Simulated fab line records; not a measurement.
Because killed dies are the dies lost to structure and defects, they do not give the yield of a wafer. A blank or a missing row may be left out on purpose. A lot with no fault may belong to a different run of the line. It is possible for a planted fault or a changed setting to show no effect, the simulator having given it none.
A lot that was struck, set against a sound lot / flow n5Finfet / 42 steps out of a route of 1938
Sound: these wafers, L552.2, L552.4, L552.5. Struck: wafers L561.4, L561.5, L561.6. The cause is named last.
For every step that has rows: the tool of each side, followed by ch and its chambers, followed by its first start. Under that, the readings that differ: sound wafers / struck wafers / difference of the means / sigmas: that difference in standard deviations of wafers without a fault.
alike: readings with means less than 2 such deviations apart, plus words and numbers identical on both sides. not compared: withheld readings, readings lacking a value on some wafer, bounds such as >300 that could conceal the same value, and numbers that have no deviation in the record and whose values overlap.
The two part at a step that has a row with sigmas, a row that says differs or no value, or rows on one side only. Non-overlapping numbers with no deviation appear without sigmas and do not part them. A reading missing from all wafers of one side parts the sides only when that side holds two or more wafers.

first, 2 steps without rows for these wafers: N5_BEOL_M3_ETCH_41 (etches SiCN in CH3F/O2, target depth 29.9 nm, time 52.5 s); N5_BEOL_M3_STRIP_97 (strips in N2/H2, time 10 s).
N5_BEOL_M3_OCD_MEAS_38:
  sound on ocd-01 at day 8 20:35; struck on ocd-02 at day 10 21:46
  alike: trenchDepthNm
then, 4 steps without rows for these wafers: N5_BEOL_M3_HM_STRIP_39 (strips TiN in peroxide tin strip, target depth 25 nm, time 158 s); N5_BEOL_M3_SRD_40 (time 30 s); N5_BEOL_M3_PRECLEAN_42 (cleans in residue remover, time 60 s); N5_BEOL_M3_SRD_43 (time 30 s).
N5_BEOL_M3_CD_MEAS_35: target cd 18 nm, target cd y 21 nm.
  sound on cdSem-02 at day 8 20:44; struck on cdSem-01 at day 10 21:55
  alike: cdNm
then, 1 step without rows for these wafers: N5_BEOL_M3_DEGAS_44 (time 60 s).
N5_BEOL_M3_PRE_CLEAN_45: time 30 s.
  sound on pvdSputter-02 at day 8 22:36; struck on pvdSputter-01 at day 10 22:25
  alike: heaterPowerW
then, 2 steps without rows for these wafers: N5_BEOL_M3_ALD_84 (deposits TaN, pulse time 2 s, purge time 3 s, co reactant purge time 2 s); N5_BEOL_M3_SURFACE_TREAT_85.
N5_BEOL_M3_CVD_47: deposits Co from CCTBA/H2, target thk 3 nm, time 223.8 s.
  sound on cvdCo-01 ch 0,2, day 8 22:58; struck on cvdCo-01 ch 0,1,2, day 10 22:53
  not compared: sinceWetCleanH
then, 4 steps without rows for these wafers: N5_BEOL_M3_SPUTTER_48 (material Cu, target thk 4.5 nm, time 8.29 s); N5_BEOL_M3_ANNEAL_49 (time 240 s); N5_BEOL_M3_SPUTTER_79 (material Cu, target thk 4.5 nm, time 8.29 s); N5_BEOL_M3_ANNEAL_80 (time 240 s).
N5_BEOL_M3_SPUTTER_81: material Cu, target thk 4.5 nm, time 8.29 s.
  sound on pvdSputter-03 at day 8 23:34; struck on pvdSputter-01 at day 10 23:28
  alike: chamberPressurePa, throttleValvePct
then, 1 step without rows for these wafers: N5_BEOL_M3_ANNEAL_82 (time 240 s).
N5_BEOL_M3_SPUTTER_86: material Cu, target thk 4.5 nm, time 8.29 s.
  sound on pvdSputter-03 at day 8 23:47; struck on pvdSputter-01 at day 10 23:43
  alike: chamberPressurePa, throttleValvePct
then, 7 steps without rows for these wafers: N5_BEOL_M3_ANNEAL_87 (time 240 s); N5_BEOL_M3_SPUTTER_88 (material Cu, target thk 4.5 nm, time 8.29 s); N5_BEOL_M3_ANNEAL_89 (time 240 s); N5_BEOL_M3_SPUTTER_90 (material Cu, target thk 4.5 nm, time 8.29 s); N5_BEOL_M3_ANNEAL_91 (time 240 s); N5_BEOL_M3_SPUTTER_92 (material Cu, target thk 4.5 nm, time 8.29 s); N5_BEOL_M3_ANNEAL_93 (time 240 s).
N5_BEOL_M3_SPUTTER_94: material Cu, target thk 4.5 nm, time 8.29 s.
  sound on pvdSputter-03 at day 9 00:40; struck on pvdSputter-01 at day 11 00:43
  alike: chamberPressurePa, throttleValvePct
then, 5 steps without rows for these wafers: N5_BEOL_M3_ANNEAL_95 (time 240 s); N5_BEOL_M3_SPUTTER_96 (material Cu, target thk 4.5 nm, time 8.29 s); N5_BEOL_M3_ECD_50 (material Cu, target thk 300 nm); N5_BEOL_M3_ANNEAL_51 (time 90 s); N5_BEOL_M3_CMP_52 (polishes, stops on SiOC, t overpolish 6.8 s, target thk 40 nm).
N5_BEOL_M3_THK_MEAS_53: measures by xrf.
  sound on filmMetro-01 at day 9 01:51; struck on filmMetro-01 at day 11 01:46
  alike: M3_THK
then, 3 steps without rows for these wafers: N5_BEOL_M3_PRE_CLEAN_60 (time 15 s); N5_BEOL_M3_CO_CAP_55 (material Co, precursor CCTBA/H2, target thk 2 nm, time 102.1 s); N5_BEOL_M3_PRE_CLEAN_56 (time 15 s).
N5_BEOL_M3_DEP_57: deposits SiCN from 3MS/NH3, target thk 8 nm, time 14 s.
  sound on pecvd-01 ch 0,1,2, day 9 02:02; struck on pecvd-02 ch 0,2, day 11 01:59
  alike: showerheadPlenumPTorr, throttleValvePct
  not compared: sinceWetCleanH
N5_BEOL_M3_RS_MEAS_58: the measuring method here is four-point-probe.
  sound on filmMetro-02 at day 9 02:07; struck on filmMetro-01 at day 11 02:03
  alike: M3_RS
then, 1 step without rows for these wafers: N5_BEOL_M4_ILD_DEP_00 (deposits SiOC from DEMS/O2, target thk 79 nm, time 15.3 s).
N5_BEOL_M4_THK_MEAS_01:
  sound on filmMetro-02 at day 9 02:14; struck on filmMetro-02 at day 11 02:12
  alike: M4_ILD_THK
-- the record jumps here: 5 days lie between the struck wafers' starts before and after (it left off in module BEOL_M4 and takes up again in module PASSIVATION, whose first step shown is number 1936 of the route) --
N5_PASSIVATION_PROBE_49:
  sound on prober-01 at day 14 12:43; struck on prober-01 at day 16 05:46
reading=defectLimitedYield (%); sound=90.6 92.5 92.3; struck=84.5 79.5 86.7; difference=-8.2; sigmas=-6
reading=killed_at_M0_to_M3; sound=38 29 29; struck=111 181 86; difference=+94; sigmas=+9
reading=killedDies; sound=111 88 91; struck=183 242 157; difference=+97; sigmas=+6
reading=killedOnRim; sound=11 8 12; struck=31 15 33; difference=+16; sigmas=+4
reading=sort_bin_5_function (%); sound=5.6 4.2 4.2; struck=9.1 12.1 6.8; difference=+4.7; sigmas=+5
reading=sortNPass; sound=1069 1092 1089; struck=997 938 1023; difference=-97; sigmas=-6
  alike: killed_at_M4_up, killedAtContacts, killedAtFrontEnd, killedAtOther, killedOpen, killedShort, sort_bin_6_memory, sort_bin_8_speed

WHERE THEY PART
Within this record, at N5_PASSIVATION_PROBE_49 only.

WHY: what the simulator had put in
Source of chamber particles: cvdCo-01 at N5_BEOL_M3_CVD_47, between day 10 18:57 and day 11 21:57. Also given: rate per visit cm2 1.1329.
